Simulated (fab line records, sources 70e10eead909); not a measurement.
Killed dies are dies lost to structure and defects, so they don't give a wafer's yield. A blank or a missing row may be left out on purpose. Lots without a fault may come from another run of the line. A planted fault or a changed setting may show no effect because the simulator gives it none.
Which tool did it? | flow nand_harc | 24 lots, 72 wafers sampled, at 6 steps of a route of 1159

WHAT THE GAUGES READ, wafer by wafer
NHARC_A_CONTACT_OVL_MEAS_43.
lot  | measured     | on         | overlay_x_nm (nm) | overlay_y_nm (nm)
L074 | day 16 15:32 | overlay-01 | 0.6 0.7 1.4       | 0.2 0.8 0.5
L078 | day 16 17:31 | overlay-02 | 1.6 0.9 1.3       | 0.1 0.5 -0.1
L075 | day 16 21:40 | overlay-01 | 0.9 1.1 1.0       | -0.1 -0.2 -0.2
L076 | day 17 04:10 | overlay-01 | 0.8 0.3 0.0       | 0.2 0.3 -0.1
L077 | day 17 12:35 | overlay-01 | -0.1 -0.1 0.0     | -1.0 -0.8 -0.7
L079 | day 17 17:58 | overlay-01 | -0.5 -0.3 -0.4    | -0.5 -0.2 -0.4
L081 | day 17 23:24 | overlay-01 | 0.6 0.7 0.7       | 1.0 0.7 0.9
L080 | day 18 06:08 | overlay-02 | -1.0 -1.8 -1.7    | -0.1 -0.5 -0.9
L082 | day 18 14:07 | overlay-01 | -0.1 -0.1 0.3     | -0.7 -1.2 -0.3
L083 | day 18 20:20 | overlay-01 | -0.3 -0.4 -0.5    | 0.0 -0.3 -0.2
L084 | day 18 20:01 | overlay-02 | 0.4 0.5 0.9       | -0.5 -0.2 0.0
L088 | day 20 01:16 | overlay-02 | -0.6 -0.9 -0.5    | 0.0 0.2 0.6
L086 | day 20 02:08 | overlay-01 | 0.1 0.2 0.5       | -1.1 -0.5 -0.9
L087 | day 20 05:35 | overlay-01 | -0.6 -0.7 -0.5    | 0.8 0.7 0.3
L085 | day 20 14:25 | overlay-01 | 0.2 0.0 0.2       | 0.0 0.3 0.7
L093 | day 20 17:44 | overlay-01 | 1.1 0.4 0.6       | -0.7 -0.6 -1.2
L090 | day 20 15:32 | overlay-01 | -0.1 -0.4 0.0     | 0.3 0.6 0.2
L091 | day 21 02:37 | overlay-01 | -0.6 0.1 -0.6     | -1.5 -1.6 -1.7
L095 | day 21 04:49 | overlay-01 | 1.2 1.3 0.5       | -0.1 0.4 0.5
L092 | day 21 10:48 | overlay-01 | -0.5 0.6 -0.2     | 0.7 0.7 0.7
L089 | day 21 10:57 | overlay-02 | 0.6 0.1 0.2       | -0.4 -0.3 -0.4
L094 | day 21 16:07 | overlay-01 | -1.1 -1.0 -1.1    | -1.1 -0.7 -0.8
L097 | day 21 21:27 | overlay-01 | -1.6 -1.2 -1.9    | 1.6 1.6 1.0
L096 | day 22 01:13 | overlay-02 | -1.2 -2.0 -2.0    | 0.8 0.9 0.8

NHARC_A_CONTACT_CD_MEAS_69: target cd 200 nm.
lot  | measured     | on        | cd_nm (nm)
L074 | day 17 00:29 | cd_sem-03 | 199.4 199.5 199.1
L078 | day 17 01:13 | cd_sem-02 | 200.2 200.6 200.6
L075 | day 17 04:28 | cd_sem-02 | 199.5 199.7 199.5
L076 | day 17 11:07 | cd_sem-02 | 199.8 199.3 199.6
L077 | day 17 19:34 | cd_sem-01 | 200.5 200.3 200.7
L079 | day 18 00:40 | cd_sem-01 | 199.8 199.7 200.1
L081 | day 18 08:30 | cd_sem-03 | 200.1 200.4 199.9
L080 | day 18 14:06 | cd_sem-01 | 199.6 200.4 199.1
L082 | day 19 01:11 | cd_sem-01 | 199.8 200.4 200.1
L083 | day 19 04:10 | cd_sem-03 | 199.8 199.8 200.2
L084 | day 19 03:40 | cd_sem-03 | 199.9 200.2 199.6
L088 | day 20 08:10 | cd_sem-02 | 199.8 200.0 199.8
L086 | day 20 08:50 | cd_sem-02 | 199.8 199.5 200.1
L087 | day 20 14:28 | cd_sem-01 | 199.4 199.6 199.7
L085 | day 20 22:31 | cd_sem-02 | 200.3 199.8 199.5
L093 | day 21 05:19 | cd_sem-01 | 200.0 199.4 199.8
L090 | day 21 01:43 | cd_sem-02 | 199.6 199.3 199.8
L091 | day 21 14:25 | cd_sem-03 | 200.9 199.8 200.1
L095 | day 21 15:53 | cd_sem-03 | 200.1 199.9 199.8
L092 | day 21 21:41 | cd_sem-01 | 200.6 199.7 200.6
L089 | day 21 23:04 | cd_sem-01 | 200.5 200.1 200.7
L094 | day 22 02:41 | cd_sem-03 | 199.6 199.6 199.5
L097 | day 22 07:16 | cd_sem-02 | 200.0 199.4 200.0
L096 | day 22 08:59 | cd_sem-02 | 200.9 200.7 200.4

WHICH TOOL RAN EACH LOT (tool, then ch and the chambers of the sampled wafers, then the start)
lot  | NHARC_A_WL_FILL_ETCHBACK_26      | NHARC_A_WL_FILL_CVD_20                   | NHARC_A_CONTACT_ETCH_49                       | NHARC_A_CONTACT_DEP_58
L074 | rie_si-03 ch 2,3, day 16 02:29   | cvd_w-01 ch 0,1, day 16 15:32 or earlier | rie_diel-03 ch 2,3, day 16 23:58 or earlier   | pecvd-03 ch 0,1,2, day 16 23:58
L078 | rie_si-03 ch 2,3, day 16 05:25   | cvd_w-02 ch 0,1, day 16 17:31 or earlier | rie_diel-03 ch 0,1,2, day 17 00:37 or earlier | pecvd-03 ch 0,1,2, day 17 00:37
L075 | rie_si-04 ch 0,1,3, day 16 05:26 | cvd_w-01 ch 0,1, day 16 21:40 or earlier | rie_diel-03 ch 2,3, day 17 03:52 or earlier   | pecvd-03 ch 0,1, day 17 03:52
L076 | rie_si-03 ch 0,3, day 16 08:33   | cvd_w-01 ch 1, day 17 04:10 or earlier   | rie_diel-11 ch 0,3, day 17 10:23 or earlier   | pecvd-03 ch 0,1, day 17 10:23
L077 | rie_si-03 ch 1,3, day 16 15:38   | cvd_w-01 ch 0,1, day 17 12:35 or earlier | rie_diel-11 ch 0,1,2, day 17 18:58 or earlier | pecvd-03 ch 1,2, day 17 18:58
L079 | rie_si-05 ch 0,1, day 17 02:43   | cvd_w-01 ch 0,1, day 17 17:58 or earlier | rie_diel-03 ch 0,1,3, day 18 00:04 or earlier | pecvd-04 ch 0,1, day 18 00:04
L081 | rie_si-03 ch 1,2, day 17 10:35   | cvd_w-02 ch 0,1, day 17 23:24 or earlier | rie_diel-04 ch 1,2,3, day 18 07:57 or earlier | pecvd-04 ch 0,2, day 18 07:57
L080 | rie_si-04 ch 0,2,3, day 17 20:10 | cvd_w-01 ch 0,1, day 18 06:08 or earlier | rie_diel-03 ch 0,2,3, day 18 13:22 or earlier | pecvd-03 ch 0,1,2, day 18 13:22
L082 | rie_si-05 ch 0,2,3, day 18 02:43 | cvd_w-02 ch 0,1, day 18 14:07 or earlier | rie_diel-11 ch 1,2,3, day 19 00:36 or earlier | pecvd-03 ch 1,2, day 19 00:36
L083 | rie_si-04 ch 0,2, day 18 10:28   | cvd_w-01 ch 0,1, day 18 20:20 or earlier | rie_diel-04 ch 0,1,2, day 19 03:26 or earlier | pecvd-03 ch 0,2, day 19 03:26
L084 | rie_si-03 ch 0,3, day 18 10:29   | cvd_w-02 ch 0,1, day 18 20:01 or earlier | rie_diel-03 ch 1,3, day 19 02:59 or earlier   | pecvd-04 ch 1,2, day 19 02:59
L088 | rie_si-05 ch 0,1, day 19 12:26   | cvd_w-01 ch 0,1, day 20 01:16 or earlier | rie_diel-03 ch 1,2,3, day 20 07:31 or earlier | pecvd-01 ch 0,1,2, day 20 07:31
L086 | rie_si-03 ch 0,1,2, day 19 12:26 | cvd_w-02 ch 0,1, day 20 02:08 or earlier | rie_diel-04 ch 0,2,3, day 20 08:14 or earlier | pecvd-03 ch 0,1,2, day 20 08:14
L087 | rie_si-04 ch 0,2,3, day 19 12:29 | cvd_w-01 ch 0,1, day 20 05:35 or earlier | rie_diel-11 ch 1,2,3, day 20 13:49 or earlier | pecvd-04 ch 0,1,2, day 20 13:49
L085 | rie_si-03 ch 1,2, day 20 01:32   | cvd_w-02 ch 0,1, day 20 14:25 or earlier | rie_diel-03 ch 0,1,2, day 20 21:52 or earlier | pecvd-01 ch 0,1,2, day 20 21:52
L093 | rie_si-03 ch 0,1,2, day 20 05:35 | cvd_w-02 ch 0,1, day 20 17:44 or earlier | rie_diel-03 ch 0,2,3, day 21 04:36 or earlier | pecvd-04 ch 0,1,2, day 21 04:36
L090 | rie_si-05 ch 0,3, day 20 05:35   | cvd_w-01 ch 0,1, day 20 15:32 or earlier | rie_diel-11 ch 1,2, day 21 01:02 or earlier   | pecvd-01 ch 0,1, day 21 01:02
L091 | rie_si-05 ch 0,3, day 20 09:53   | cvd_w-02 ch 0, day 21 02:37 or earlier   | rie_diel-03 ch 0,2, day 21 13:41 or earlier   | pecvd-04 ch 1,2, day 21 13:41
L095 | rie_si-03 ch 1,2,3, day 20 09:53 | cvd_w-01 ch 0,1, day 21 04:49 or earlier | rie_diel-11 ch 1,3, day 21 15:13 or earlier   | pecvd-04 ch 0,2, day 21 15:13
L092 | rie_si-03 ch 0,3, day 20 18:04   | cvd_w-02 ch 0,1, day 21 10:48 or earlier | rie_diel-03 ch 0,1, day 21 20:58 or earlier   | pecvd-04 ch 1,2, day 21 20:58
L089 | rie_si-05 ch 0,3, day 20 18:05   | cvd_w-01 ch 0,1, day 21 10:57 or earlier | rie_diel-11 ch 0,1, day 21 22:22 or earlier   | pecvd-01 ch 0,1, day 21 22:22
L094 | rie_si-05 ch 0,1, day 20 21:25   | cvd_w-02 ch 0,1, day 21 16:07 or earlier | rie_diel-04 ch 0,1,2, day 22 01:58 or earlier | pecvd-04 ch 0,1,2, day 22 01:58
L097 | rie_si-05 ch 0,1,3, day 21 05:49 | cvd_w-02 ch 0,1, day 21 21:27 or earlier | rie_diel-03 ch 1,3, day 22 06:34 or earlier   | pecvd-03 ch 0,1,2, day 22 06:34
L096 | rie_si-04 ch 0,2,3, day 21 05:49 | cvd_w-02 ch 1, day 22 01:13 or earlier   | rie_diel-04 ch 1,2,3, day 22 08:11 or earlier | pecvd-01 ch 1,2, day 22 08:11
- NHARC_A_WL_FILL_ETCHBACK_26: etches the open film in HBr, target depth 52 nm, time 13.3 s.
- NHARC_A_WL_FILL_CVD_20: deposits W, target thk 75 nm, time 5064 s.
- NHARC_A_CONTACT_ETCH_49: etches the open film in N2/H2, target depth 260 nm, time 475.3 s.
- NHARC_A_CONTACT_DEP_58: deposits SiON, target thk 60 nm.

WHAT THE TOOLS THEMSELVES READ (means of the sampled wafers that have a number; where no wafer has one, the mark that the record gives instead)
NHARC_A_WL_FILL_ETCHBACK_26.
lot  | tool      | drypump_motor_current_A (A) | oes_product_au (a.u.) | throttle_valve_pct (%)
L074 | rie_si-03 | 5.8                         | 1.004                 | 23.261
L078 | rie_si-03 | 5.7                         | 0.994                 | 23.264
L075 | rie_si-04 | 5.9                         | 0.994                 | 23.267
L076 | rie_si-03 | 5.7                         | 1.004                 | 23.276
L077 | rie_si-03 | 5.9                         | 1.009                 | 23.273
L079 | rie_si-05 | 5.7                         | 0.996                 | 23.260
L081 | rie_si-03 | 5.9                         | 1.006                 | 23.265
L080 | rie_si-04 | 5.5                         | 0.988                 | 23.260
L082 | rie_si-05 | 5.8                         | 0.999                 | 23.268
L083 | rie_si-04 | 5.8                         | 0.993                 | 23.258
L084 | rie_si-03 | 5.7                         | 0.997                 | 23.270
L088 | rie_si-05 | 5.7                         | 1.004                 | 23.268
L086 | rie_si-03 | 5.7                         | 1.003                 | 23.265
L087 | rie_si-04 | 5.5                         | 0.989                 | 23.269
L085 | rie_si-03 | 5.9                         | 0.995                 | 23.264
L093 | rie_si-03 | 5.7                         | 1.007                 | 23.260
L090 | rie_si-05 | 5.8                         | 0.993                 | 23.264
L091 | rie_si-05 | 5.8                         | 0.990                 | 23.271
L095 | rie_si-03 | 5.9                         | 1.001                 | 23.269
L092 | rie_si-03 | 5.7                         | 1.014                 | 23.253
L089 | rie_si-05 | 6.0                         | 0.993                 | 23.265
L094 | rie_si-05 | 5.7                         | 0.993                 | 23.265
L097 | rie_si-05 | 5.9                         | 0.994                 | 23.272
L096 | rie_si-04 | 5.5                         | 0.992                 | 23.265

NHARC_A_WL_FILL_CVD_20.
lot  | tool     | heater_power_w (W) | mfc_ar_sccm (sccm) | throttle_valve_pct (%)
L074 | cvd_w-01 | 542                | 1561               | 7.98
L078 | cvd_w-02 | 439                | 1564               | 8.02
L075 | cvd_w-01 | 548                | 1562               | 8.10
L076 | cvd_w-01 | 536                | 1560               | 8.09
L077 | cvd_w-01 | 571                | 1562               | 7.88
L079 | cvd_w-01 | 561                | 1560               | 7.92
L081 | cvd_w-02 | 455                | 1563               | 7.81
L080 | cvd_w-01 | 570                | 1556               | 7.82
L082 | cvd_w-02 | 443                | 1566               | 7.83
L083 | cvd_w-01 | 537                | 1561               | 8.11
L084 | cvd_w-02 | 453                | 1560               | 7.59
L088 | cvd_w-01 | 548                | 1561               | 8.16
L086 | cvd_w-02 | 456                | 1557               | 7.87
L087 | cvd_w-01 | 576                | 1559               | 8.05
L085 | cvd_w-02 | 438                | 1561               | 7.75
L093 | cvd_w-02 | 438                | 1562               | 7.75
L090 | cvd_w-01 | 563                | 1562               | 8.00
L091 | cvd_w-02 | 464                | 1559               | 7.88
L095 | cvd_w-01 | 571                | 1560               | 8.00
L092 | cvd_w-02 | 440                | 1560               | 7.71
L089 | cvd_w-01 | 548                | 1567               | 8.18
L094 | cvd_w-02 | 450                | 1562               | 7.89
L097 | cvd_w-02 | 443                | 1559               | 7.82
L096 | cvd_w-02 | 429                | 1556               | 7.54

NHARC_A_CONTACT_ETCH_49.
lot  | tool        | drypump_motor_current_A (A) | mfc_ar_sccm (sccm) | n2_flow_sccm (sccm) | oes_product_au (a.u.) | rf_vpp_V (V) | showerhead_plenum_p_Torr (Torr) | throttle_valve_pct (%)
L074 | rie_diel-03 | 5.7                         | 0.011              | 150.8               | 0.990                 | 432.4        | 2.11                            | 14.172
L078 | rie_diel-03 | 5.4                         | 0.014              | 149.6               | 0.994                 | 431.6        | 2.07                            | 14.168
L075 | rie_diel-03 | 5.7                         | 0.011              | 150.1               | 0.990                 | 432.5        | 2.11                            | 14.180
L076 | rie_diel-11 | 5.5                         | 0.000              | 149.4               | 1.004                 | 430.2        | 2.04                            | 14.167
L077 | rie_diel-11 | 5.6                         | 0.002              | 150.0               | 1.008                 | 432.1        | 2.09                            | 14.177
L079 | rie_diel-03 | 5.8                         | 0.008              | 149.8               | 0.999                 | 431.8        | 2.07                            | 14.166
L081 | rie_diel-04 | 5.6                         | 0.000              | 149.6               | 1.000                 | 429.2        | 2.00                            | 14.167
L080 | rie_diel-03 | 5.7                         | 0.005              | 149.3               | 0.997                 | 430.6        | 2.04                            | 14.178
L082 | rie_diel-11 | 5.8                         | 0.002              | 150.0               | 1.003                 | 432.8        | 2.11                            | 14.174
L083 | rie_diel-04 | 5.5                         | 0.004              | 150.1               | 1.006                 | 429.1        | 2.01                            | 14.172
L084 | rie_diel-03 | 5.8                         | 0.017              | 150.0               | 0.997                 | 433.0        | 2.16                            | 14.165
L088 | rie_diel-03 | 5.8                         | 0.014              | 149.8               | 1.001                 | 433.3        | 2.13                            | 14.172
L086 | rie_diel-04 | 5.9                         | 0.004              | 149.5               | 1.015                 | 430.6        | 2.02                            | 14.169
L087 | rie_diel-11 | 5.8                         | 0.002              | 149.9               | 1.008                 | 431.6        | 2.10                            | 14.171
L085 | rie_diel-03 | 5.5                         | 0.014              | 149.9               | 0.991                 | 431.0        | 2.06                            | 14.162
L093 | rie_diel-03 | 5.7                         | 0.005              | 150.0               | 0.990                 | 430.4        | 2.04                            | 14.176
L090 | rie_diel-11 | 5.9                         | 0.002              | 149.9               | 1.011                 | 433.4        | 2.13                            | 14.173
L091 | rie_diel-03 | 5.4                         | 0.011              | 149.8               | 0.993                 | 430.2        | 2.04                            | 14.166
L095 | rie_diel-11 | 5.6                         | 0.005              | 150.0               | 1.009                 | 431.7        | 2.06                            | 14.166
L092 | rie_diel-03 | 5.4                         | 0.008              | 149.6               | 1.002                 | 429.6        | 2.00                            | 14.162
L089 | rie_diel-11 | 5.4                         | 0.005              | 150.2               | 1.002                 | 430.0        | 2.04                            | 14.172
L094 | rie_diel-04 | 5.5                         | 0.004              | 149.8               | 0.994                 | 429.6        | 2.00                            | 14.169
L097 | rie_diel-03 | 5.8                         | 0.017              | 150.3               | 1.006                 | 433.7        | 2.15                            | 14.172
L096 | rie_diel-04 | 5.6                         | 0.000              | 150.3               | 1.002                 | 430.0        | 1.99                            | 14.176

NHARC_A_CONTACT_DEP_58.
lot  | tool     | heater_power_w (W)
L074 | pecvd-03 | 697
L078 | pecvd-03 | 717
L075 | pecvd-03 | 653
L076 | pecvd-03 | 713
L077 | pecvd-03 | 787
L079 | pecvd-04 | 867
L081 | pecvd-04 | 729
L080 | pecvd-03 | 734
L082 | pecvd-03 | 754
L083 | pecvd-03 | 664
L084 | pecvd-04 | 766
L088 | pecvd-01 | 820
L086 | pecvd-03 | 701
L087 | pecvd-04 | 775
L085 | pecvd-01 | 851
L093 | pecvd-04 | 801
L090 | pecvd-01 | 834
L091 | pecvd-04 | 837
L095 | pecvd-04 | 750
L092 | pecvd-04 | 751
L089 | pecvd-01 | 794
L094 | pecvd-04 | 773
L097 | pecvd-03 | 712
L096 | pecvd-01 | 827

THE ANSWER, worked out from the rows above alone
Rule: what is usual is taken from the lots themselves. Put in order of their means at a reading, lots are off if they are a third of the lots or fewer, leave a main group of 4 or more, and stand apart from it by a gap of 3 or more times the standard deviation of the main group's means; of several such gaps the widest counts. A main group whose means are all the same, to the digits that the tables above print for the reading, isn't used. A lot without any number at a reading at which 4 lots or more have one is off too. The other lots that the step has rows for count as sound. The gauges are gone through in route order, then the tools' own readings, and for those a lot's mean is taken as printed above. The first step at which some lot is off is used, and at that step the reading that is off furthest; a lot without a number counts as furthest.
No lot is off at any reading shown: from this, nothing can be told.

WHAT THE SIMULATOR HAD PUT IN
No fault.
